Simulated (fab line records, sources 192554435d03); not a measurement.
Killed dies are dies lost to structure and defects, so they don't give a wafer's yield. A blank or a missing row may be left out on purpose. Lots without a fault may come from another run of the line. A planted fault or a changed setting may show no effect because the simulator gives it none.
Split-lot experiment | flow n5_finfet | 7 lots, 21 wafers read, on a route of 1938 steps

THE SPLIT
At N5_FIN_SAQP_HM_DEP_03 (deposits SiNx from SiH4/NH3/N2, target thk 38 nm, time 33.6 s), the setting time_s was moved away from the recipe's 33.6 s on 12 of the 21 wafers read, by -8.4% to +14.6%. The other wafers ran this setting at the recipe's value.

FROM THE SPLIT TO THE READING: what the file shows between them, 20 steps
- N5_FIN_SAQP_THK_MEAS_05
- N5_FIN_SAQP_PECVD_06: deposits a-Si from SiH4/He, target thk 60 nm, time 48.1 s (also split here: time_s)
- N5_FIN_SAQP_THK_MEAS_07
- N5_FIN_SAQP_HM_DEP_72: deposits SiO2 from SiH4/N2O, target thk 12 nm, time 7.2 s
- N5_FIN_SAQP_COAT_49: time 60 s, resist thk 100 nm
- N5_FIN_SAQP_HM_OPEN_73: chemistry CHF3/O2, target SiO2, stops on a-Si, target depth 12 nm, time 16.8 s
- N5_FIN_SAQP_STRIP_74: strips in CHF3/O2
- N5_FIN_SAQP_MANDREL_ETCH_22: etches a-Si in HBr/Cl2, stops on SiNx, target depth 60 nm, bt time 10 s, time 30 s
- N5_FIN_SAQP_STRIP_55: strips in N2/H2
- N5_FIN_SAQP_STRIP_23: strips in SPM, time 750 s
- N5_FIN_SAQP_SRD_66: time 30 s
- N5_FIN_SAQP_RECESS_75: chemistry HF/NH3, target SiO2, target depth 14.4 nm, afs cycles 3, sublimation time 60 s
- N5_FIN_SAQP_SPACER1_ALD_24: deposits SiO2, target thk 20.3 nm, pulse time 1 s, purge time 2 s
- N5_FIN_SAQP_SPACER1_ETCHBACK_25: etches SiO2 in CHF3/O2, target depth 24.4 nm, time 12.2 s
- N5_FIN_SAQP_MANDREL1_REMOVE_56: chemistry HBr/Cl2/O2, target a-Si, stops on SiNx, bt time 10 s
- N5_FIN_SAQP_MANDREL2_REMOVE_60: chemistry HBr/Cl2/O2, target a-Si, stops on SiNx, bt time 10 s
- N5_FIN_SAQP_HM_OPEN_33: chemistry CH3F/O2, target SiNx, target depth 49.4 nm, time 70.6 s
- N5_FIN_SAQP_ETCH_34: etches SiO2 in C4F6/O2, target depth 45 nm, time 15 s
- N5_FIN_SAQP_STRIP_77: strips in N2/H2, time 90 s
- N5_FIN_SAQP_ETCH_64: etches SiO2 in CF4, target depth 1.5 nm

THE READING
SiNx_of_FIN_SAQP_HM_DEP_03.thk_nm (the simulator's own value, which no gauge read), in nm, at N5_FIN_SAQP_FIN_ETCH_36 (etches the open film in HBr/Cl2/O2, target depth 120 nm, time 50.4 s). The file gives no usual value for it. The 9 wafers here that ran the recipe average 20.9 nm, standard deviation 0.42 nm.

wafer  | tool, chamber at the split | time_s as run, s | against the recipe | SiNx_of_FIN_SAQP_HM_DEP_03.thk_nm, nm | against lot-mates on the recipe
L076.2 | pecvd-04, 1                | 36.39            | +8.3%              | 24                                    | +2.6
L076.4 | pecvd-04, 1                | 36.39            | +8.3%              | 24.8                                  | +3.4
L076.6 | pecvd-04, 1                | 33.6             | recipe             | 21.4                                  | -
L077.2 | pecvd-04, 1                | 36.13            | +7.5%              | 24.6                                  | no lot-mate on the recipe
L077.3 | pecvd-04, 1                | 36.13            | +7.5%              | 24.6                                  | no lot-mate on the recipe
L077.5 | pecvd-04, 1                | 36.13            | +7.5%              | 25                                    | no lot-mate on the recipe
L078.1 | pecvd-03, 0                | 35.91            | +6.9%              | 23.2                                  | +3.0
L078.5 | pecvd-03, 2                | 35.91            | +6.9%              | 23.2                                  | +3.0
L078.3 | pecvd-03, 0                | 33.6             | recipe             | 20.2                                  | -
L079.3 | pecvd-03, 2                | 33.6             | recipe             | 21.2                                  | -
L079.4 | pecvd-03, 0                | 33.6             | recipe             | 20.8                                  | -
L079.6 | pecvd-03, 0                | 33.6             | recipe             | 20.4                                  | -
L083.2 | pecvd-04, 1                | 30.78            | -8.4%              | 17.8                                  | no lot-mate on the recipe
L083.3 | pecvd-04, 0                | 30.78            | -8.4%              | 17.8                                  | no lot-mate on the recipe
L083.6 | pecvd-04, 2                | 30.78            | -8.4%              | 18                                    | no lot-mate on the recipe
L093.2 | pecvd-02, 2                | 33.6             | recipe             | 21.2                                  | -
L093.4 | pecvd-02, 0                | 37.47            | +11.5%             | 26                                    | +4.7
L093.6 | pecvd-02, 1                | 33.6             | recipe             | 21.4                                  | -
L096.2 | pecvd-03, 2                | 33.6             | recipe             | 20.6                                  | -
L096.3 | pecvd-03, 1                | 38.5             | +14.6%             | 25.4                                  | +4.5
L096.6 | pecvd-03, 0                | 33.6             | recipe             | 21.2                                  | -

THE FIT
A straight line over all 21 wafers: SiNx_of_FIN_SAQP_HM_DEP_03.thk_nm changes by +0.385 nm for each +1% of time_s; r = +0.97; the points scatter about the line by 0.58 nm.
The same after taking each lot's own level away (the mean of its wafers on the recipe; 15 wafers): +0.359 nm for each +1%; r = +0.98; scatter 0.41 nm.
On that fit, the largest move of time_s shifts the reading by 5.2 nm.
The lots' own levels span 20.20 to 21.40 nm, that is 2.8 times the standard deviation above.
So the lot-to-lot level changes the slope little: the two slopes agree.
Check: with one of the wafers moved furthest among these (+14.6%) left out of the fit, the line predicts +5.8 nm for it against its lot-mates. It came out at +4.5 nm against them.

OTHER SPLITS ON THESE WAFERS
These wafers also went through other splits before the reading. Each is held against what the fit with the lots' levels taken away leaves over:
other split on the same wafers | wafers away from the commonest value | r with SiNx_of_FIN_SAQP_HM_DEP_03.thk_nm (lot level and that fit taken away)
N5_WELL_APT_COAT_02 spin_rpm   | 5                                    | -0.72
N5_FIN_SAQP_PECVD_06 time_s    | 2                                    | +0.03

THE WHOLE CHAIN: every reading that the file lists as answering this split, in the file's order
step                    | what it does                                                         | reading                                                                            | change (the file's fit)               | r (the file's)
N5_FIN_SAQP_HM_DEP_03   | deposits SiNx from SiH4/NH3/N2, target thk 38 nm, time 33.6 s        | SiNx_of_FIN_SAQP_HM_DEP_03.thk_nm (the simulator's own value, which no gauge read) | +0.381 nm for each +1% of the setting | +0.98
N5_FIN_SAQP_THK_MEAS_05 |                                                                      | thk_nm                                                                             | withheld for each +1% of the setting  | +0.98
N5_FIN_SAQP_HM_OPEN_33  | chemistry CH3F/O2, target SiNx, target depth 49.4 nm, time 70.6 s    | etch_rf_on_time_s                                                                  | withheld for each +1% of the setting  | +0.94
N5_FIN_SAQP_HM_OPEN_33  | chemistry CH3F/O2, target SiNx, target depth 49.4 nm, time 70.6 s    | etch.depth_nm (the simulator's own value, which no gauge read)                     | +0.378 nm for each +1% of the setting | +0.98
N5_FIN_SAQP_FIN_ETCH_36 | etches the open film in HBr/Cl2/O2, target depth 120 nm, time 50.4 s | SiNx_of_FIN_SAQP_HM_DEP_03.thk_nm (the simulator's own value, which no gauge read) | +0.358 nm for each +1% of the setting | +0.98

THE FILE'S OWN FIT
SiNx_of_FIN_SAQP_HM_DEP_03.thk_nm changes by +0.358 nm for each +1% of time_s, r = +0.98.
